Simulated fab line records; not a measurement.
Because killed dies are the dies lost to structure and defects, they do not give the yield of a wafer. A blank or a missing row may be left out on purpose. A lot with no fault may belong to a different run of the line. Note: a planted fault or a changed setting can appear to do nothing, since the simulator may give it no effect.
Chamber matching    flow nand harc    rie diel-05 running NHARC_A_STAIRCASE_TRIM_196: 4 sister chambers
The step chemistry O2, time 211.2 s. 30 wafers are shown with their chamber, then 12 later ones without.

== EACH WAFER AND ITS CHAMBER ==
wafer   chamber  drypump motor current A (A)  showerhead plenum p Torr (Torr)  rf vpp V (V)
L074.2  3        5.0                          3.29                             57.6
L074.3  0        5.5                          3.66                             58.4
L074.5  0        5.5                          3.66                             57.8
L075.1  2        6.3                          3.37                             55.8
L075.2  1        6.7                          3.44                             59.0
L075.4  0        5.5                          3.66                             58.2
L076.1  0        5.5                          3.66                             57.4
L076.2  2        6.4                          3.37                             56.8
L076.6  0        5.5                          3.66                             58.1
L078.2  2        6.3                          3.36                             57.1
L078.3  3        5.0                          3.28                             57.8
L078.6  2        6.3                          3.36                             58.7
L080.2  3        5.0                          3.81                             58.8
L080.3  2        6.4                          3.36                             57.2
L080.5  0        5.5                          3.65                             58.3
L085.1  3        5.0                          3.80                             58.9
L085.3  0        5.5                          3.64                             58.4
L085.6  3        5.0                          3.80                             59.0
L086.1  3        5.0                          3.79                             57.7
L086.5  2        6.3                          3.36                             56.6
L086.6  3        5.0                          3.79                             57.7
L088.3  2        6.4                          3.35                             57.4
L088.5  0        5.5                          3.63                             58.2
L088.6  3        5.0                          3.79                             59.1
L091.1  3        4.9                          3.79                             59.0
L091.2  2        6.3                          3.35                             57.0
L091.3  0        5.5                          3.63                             58.7
L089.3  3        5.0                          3.79                             59.3
L089.4  0        5.5                          3.63                             58.5
L089.6  2        6.3                          3.35                             58.5

SIGNATURES (averages over the wafers above)
reading                   chamber 0  chamber 1  chamber 2  chamber 3  scatter within a chamber
drypump motor current A   5.500      6.700      6.333      4.990      0.0334
showerhead plenum p Torr  3.6480     3.4400     3.3589     3.6930     0.127
rf vpp V                  58.200     59.000     57.233     58.490     0.681
Rule: distance of a wafer from a chamber = root of the sum over the readings of ((wafer's reading minus chamber's mean) / reading's scatter) squared. The wafer belongs to the nearest chamber; if the next one is less than 2 further off, it can't be placed. The scatter: take each reading less its chamber's mean, square it, sum over the shown wafers, divide by the number of wafers less the number of chambers, and take the root.

== WAFERS WITH NO CHAMBER GIVEN ==
wafer   drypump motor current A (A)  showerhead plenum p Torr (Torr)  rf vpp V (V)
L092.4  5.0                          3.78                             58.3
L092.5  6.3                          3.35                             57.4
L092.6  6.6                          3.40                             59.6
L093.1  6.6                          3.40                             57.1
L093.3  6.3                          3.35                             58.4
L093.4  5.5                          3.62                             57.8
L095.4  6.7                          3.40                             58.6
L095.5  6.4                          3.34                             57.3
L095.6  4.9                          3.78                             57.8
L097.2  6.7                          3.40                             57.5
L097.3  5.5                          3.62                             58.7
L097.5  5.5                          3.62                             56.6

== CHAMBER TAKEN BY EACH ==
wafer   from the rows above  in truth
L092.4  3                    3
L092.5  2                    2
L092.6  1                    1
L093.1  1                    1
L093.3  2                    2
L093.4  0                    0
L095.4  1                    1
L095.5  2                    2
L095.6  3                    3
L097.2  1                    1
L097.3  0                    0
L097.5  0                    0
Correctly placed: 12 of 12. Number that these rows cannot place: 0. Placed wrongly: 0.
